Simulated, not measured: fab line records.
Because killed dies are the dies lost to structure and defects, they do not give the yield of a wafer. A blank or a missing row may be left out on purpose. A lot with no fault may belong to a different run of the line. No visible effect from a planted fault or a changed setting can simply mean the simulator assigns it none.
Matching of chambers || flow n5Finfet || N5_FIN_CUT_ETCH_20 on rieDiel-01 has 4 sister chambers
The step etches SiARC in CF4, target depth 26 nm, time 43.3 s. 24 wafers are shown with their chamber, then 12 later ones without.

== WAFERS, EACH WITH ITS CHAMBER ==
{"wafer": "L074.1", "chamber": 3, "showerheadPlenumPTorr (Torr)": 2.06, "drypumpMotorCurrentA (A)": 6.4, "throttleValvePct (%)": 15.63}
{"wafer": "L074.2", "chamber": 2, "showerheadPlenumPTorr (Torr)": 2.23, "drypumpMotorCurrentA (A)": 5.5, "throttleValvePct (%)": 15.92}
{"wafer": "L074.3", "chamber": 1, "showerheadPlenumPTorr (Torr)": 2.14, "drypumpMotorCurrentA (A)": 6.0, "throttleValvePct (%)": 15.76}
{"wafer": "L074.4", "chamber": 0, "showerheadPlenumPTorr (Torr)": 2.15, "drypumpMotorCurrentA (A)": 5.8, "throttleValvePct (%)": 15.78}
{"wafer": "L074.5", "chamber": 2, "showerheadPlenumPTorr (Torr)": 2.23, "drypumpMotorCurrentA (A)": 5.5, "throttleValvePct (%)": 15.92}
{"wafer": "L074.6", "chamber": 3, "showerheadPlenumPTorr (Torr)": 2.06, "drypumpMotorCurrentA (A)": 6.4, "throttleValvePct (%)": 15.64}
{"wafer": "L080.1", "chamber": 1, "showerheadPlenumPTorr (Torr)": 2.14, "drypumpMotorCurrentA (A)": 6.0, "throttleValvePct (%)": 15.78}
{"wafer": "L080.2", "chamber": 3, "showerheadPlenumPTorr (Torr)": 2.06, "drypumpMotorCurrentA (A)": 6.5, "throttleValvePct (%)": 15.65}
{"wafer": "L080.6", "chamber": 1, "showerheadPlenumPTorr (Torr)": 2.14, "drypumpMotorCurrentA (A)": 6.1, "throttleValvePct (%)": 15.78}
{"wafer": "L082.1", "chamber": 0, "showerheadPlenumPTorr (Torr)": 2.15, "drypumpMotorCurrentA (A)": 5.7, "throttleValvePct (%)": 15.82}
{"wafer": "L082.2", "chamber": 3, "showerheadPlenumPTorr (Torr)": 2.05, "drypumpMotorCurrentA (A)": 6.4, "throttleValvePct (%)": 15.66}
{"wafer": "L082.3", "chamber": 1, "showerheadPlenumPTorr (Torr)": 2.14, "drypumpMotorCurrentA (A)": 6.0, "throttleValvePct (%)": 15.80}
{"wafer": "L082.4", "chamber": 2, "showerheadPlenumPTorr (Torr)": 2.22, "drypumpMotorCurrentA (A)": 5.5, "throttleValvePct (%)": 15.93}
{"wafer": "L082.5", "chamber": 1, "showerheadPlenumPTorr (Torr)": 2.14, "drypumpMotorCurrentA (A)": 6.1, "throttleValvePct (%)": 15.79}
{"wafer": "L082.6", "chamber": 2, "showerheadPlenumPTorr (Torr)": 2.22, "drypumpMotorCurrentA (A)": 5.5, "throttleValvePct (%)": 15.94}
{"wafer": "L084.1", "chamber": 0, "showerheadPlenumPTorr (Torr)": 2.15, "drypumpMotorCurrentA (A)": 5.7, "throttleValvePct (%)": 15.82}
{"wafer": "L084.4", "chamber": 3, "showerheadPlenumPTorr (Torr)": 2.05, "drypumpMotorCurrentA (A)": 6.5, "throttleValvePct (%)": 15.68}
{"wafer": "L084.6", "chamber": 2, "showerheadPlenumPTorr (Torr)": 2.22, "drypumpMotorCurrentA (A)": 5.5, "throttleValvePct (%)": 15.94}
{"wafer": "L089.1", "chamber": 3, "showerheadPlenumPTorr (Torr)": 2.05, "drypumpMotorCurrentA (A)": 6.5, "throttleValvePct (%)": 15.67}
{"wafer": "L089.2", "chamber": 0, "showerheadPlenumPTorr (Torr)": 2.15, "drypumpMotorCurrentA (A)": 5.7, "throttleValvePct (%)": 15.84}
{"wafer": "L089.3", "chamber": 1, "showerheadPlenumPTorr (Torr)": 2.13, "drypumpMotorCurrentA (A)": 6.0, "throttleValvePct (%)": 15.83}
{"wafer": "L089.4", "chamber": 2, "showerheadPlenumPTorr (Torr)": 2.22, "drypumpMotorCurrentA (A)": 5.5, "throttleValvePct (%)": 15.97}
{"wafer": "L089.5", "chamber": 3, "showerheadPlenumPTorr (Torr)": 2.05, "drypumpMotorCurrentA (A)": 6.5, "throttleValvePct (%)": 15.67}
{"wafer": "L089.6", "chamber": 0, "showerheadPlenumPTorr (Torr)": 2.15, "drypumpMotorCurrentA (A)": 5.8, "throttleValvePct (%)": 15.81}

SIGNATURES (means of the wafers above)
{"reading": "showerheadPlenumPTorr", "chamber 0": 2.1500, "chamber 1": 2.1383, "chamber 2": 2.2233, "chamber 3": 2.0543, "scatter within a chamber": 0.00441}
{"reading": "drypumpMotorCurrentA", "chamber 0": 5.740, "chamber 1": 6.033, "chamber 2": 5.500, "chamber 3": 6.457, "scatter within a chamber": 0.0461}
{"reading": "throttleValvePct", "chamber 0": 15.8140, "chamber 1": 15.7900, "chamber 2": 15.9367, "chamber 3": 15.6571, "scatter within a chamber": 0.0205}
Rule: a wafer lies at a distance from a chamber equal to the root of the sum of squares, over the readings, of (its reading less the chamber's mean, divided by the reading's scatter). The wafer belongs to the nearest chamber; if the next one is less than 2 further off, it can't be placed. The scatter: take each reading less its chamber's mean, square it, sum over the shown wafers, divide by the number of wafers less the number of chambers, and take the root.

== WAFERS WITHOUT THEIR CHAMBER ==
{"wafer": "L090.2", "showerheadPlenumPTorr (Torr)": 2.15, "drypumpMotorCurrentA (A)": 5.7, "throttleValvePct (%)": 15.83}
{"wafer": "L090.3", "showerheadPlenumPTorr (Torr)": 2.22, "drypumpMotorCurrentA (A)": 5.5, "throttleValvePct (%)": 15.98}
{"wafer": "L090.4", "showerheadPlenumPTorr (Torr)": 2.05, "drypumpMotorCurrentA (A)": 6.5, "throttleValvePct (%)": 15.69}
{"wafer": "L094.1", "showerheadPlenumPTorr (Torr)": 2.13, "drypumpMotorCurrentA (A)": 6.0, "throttleValvePct (%)": 15.83}
{"wafer": "L094.2", "showerheadPlenumPTorr (Torr)": 2.14, "drypumpMotorCurrentA (A)": 5.7, "throttleValvePct (%)": 15.83}
{"wafer": "L094.3", "showerheadPlenumPTorr (Torr)": 2.05, "drypumpMotorCurrentA (A)": 6.5, "throttleValvePct (%)": 15.70}
{"wafer": "L095.1", "showerheadPlenumPTorr (Torr)": 2.05, "drypumpMotorCurrentA (A)": 6.4, "throttleValvePct (%)": 15.70}
{"wafer": "L095.4", "showerheadPlenumPTorr (Torr)": 2.13, "drypumpMotorCurrentA (A)": 6.1, "throttleValvePct (%)": 15.83}
{"wafer": "L095.5", "showerheadPlenumPTorr (Torr)": 2.05, "drypumpMotorCurrentA (A)": 6.5, "throttleValvePct (%)": 15.71}
{"wafer": "L096.3", "showerheadPlenumPTorr (Torr)": 2.14, "drypumpMotorCurrentA (A)": 5.7, "throttleValvePct (%)": 15.86}
{"wafer": "L096.5", "showerheadPlenumPTorr (Torr)": 2.21, "drypumpMotorCurrentA (A)": 5.5, "throttleValvePct (%)": 16.00}
{"wafer": "L096.6", "showerheadPlenumPTorr (Torr)": 2.05, "drypumpMotorCurrentA (A)": 6.4, "throttleValvePct (%)": 15.70}

== EACH ONE'S CHAMBER ==
{"wafer": "L090.2", "from the rows above": 0, "in truth": 0}
{"wafer": "L090.3", "from the rows above": 2, "in truth": 2}
{"wafer": "L090.4", "from the rows above": 3, "in truth": 3}
{"wafer": "L094.1", "from the rows above": 1, "in truth": 1}
{"wafer": "L094.2", "from the rows above": 0, "in truth": 0}
{"wafer": "L094.3", "from the rows above": 3, "in truth": 3}
{"wafer": "L095.1", "from the rows above": 3, "in truth": 3}
{"wafer": "L095.4", "from the rows above": 1, "in truth": 1}
{"wafer": "L095.5", "from the rows above": 3, "in truth": 3}
{"wafer": "L096.3", "from the rows above": 0, "in truth": 0}
{"wafer": "L096.5", "from the rows above": 2, "in truth": 2}
{"wafer": "L096.6", "from the rows above": 3, "in truth": 3}
Correctly placed: 12 of 12. Not placeable from these rows: 0. Placed wrongly: 0.
